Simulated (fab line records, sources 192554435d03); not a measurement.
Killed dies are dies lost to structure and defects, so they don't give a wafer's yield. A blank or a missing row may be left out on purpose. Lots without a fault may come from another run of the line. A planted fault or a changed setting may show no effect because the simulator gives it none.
Chamber matching | flow n5_finfet | N5_BEOL_M0_SAQP_MANDREL1_REMOVE_100 on rie_si-03: 4 sister chambers
The step chemistry HBr/Cl2/O2, target a-Si, stops on SiNx, bt time 10 s. 8 wafers are shown with their chamber, then 9 later ones without.

WAFERS WITH THEIR CHAMBER
wafer  | chamber | throttle_valve_pct (%) | drypump_motor_current_A (A)
L079.2 | 1       | 37.19                  | 5.8
L084.3 | 1       | 37.18                  | 5.8
L084.5 | 3       | 36.68                  | 5.9
L085.1 | 3       | 36.67                  | 5.9
L085.5 | 2       | 36.47                  | 5.4
L091.1 | 0       | 36.84                  | 5.1
L091.3 | 0       | 36.82                  | 5.1
L091.4 | 2       | 36.47                  | 5.3

WAFERS WITHOUT THEIR CHAMBER
wafer  | throttle_valve_pct (%) | drypump_motor_current_A (A)
L093.2 | 36.49                  | 5.4
L093.5 | 36.83                  | 5.1
L093.6 | 36.49                  | 5.4
L095.1 | 36.68                  | 5.9
L095.3 | 37.19                  | 5.8
L095.4 | 36.47                  | 5.3
L097.1 | 36.67                  | 5.9
L097.2 | 36.83                  | 5.1
L097.6 | 36.84                  | 5.1

WHICH CHAMBER EACH WENT THROUGH
wafer  | from the rows above | in truth
L093.2 | 2                   | 2
L093.5 | 0                   | 0
L093.6 | 2                   | 2
L095.1 | 3                   | 3
L095.3 | 1                   | 1
L095.4 | 2                   | 2
L097.1 | 3                   | 3
L097.2 | 0                   | 0
L097.6 | 0                   | 0
Placed correctly: 9 of 9. Can't be placed from these rows: 0. Placed wrongly: 0.
How it was worked out, from the rows above alone: a wafer's distance from a chamber is the root of the sum, over the readings, of the square of ((its reading less the chamber's mean) divided by the reading's scatter). The wafer belongs to the nearest chamber; if the next one is less than 2 further off, it can't be placed. A chamber's mean is the mean of its shown wafers. The scatter: the root of (the sum of the squares of (reading less its chamber's mean) over the shown wafers, divided by (wafers less chambers)).
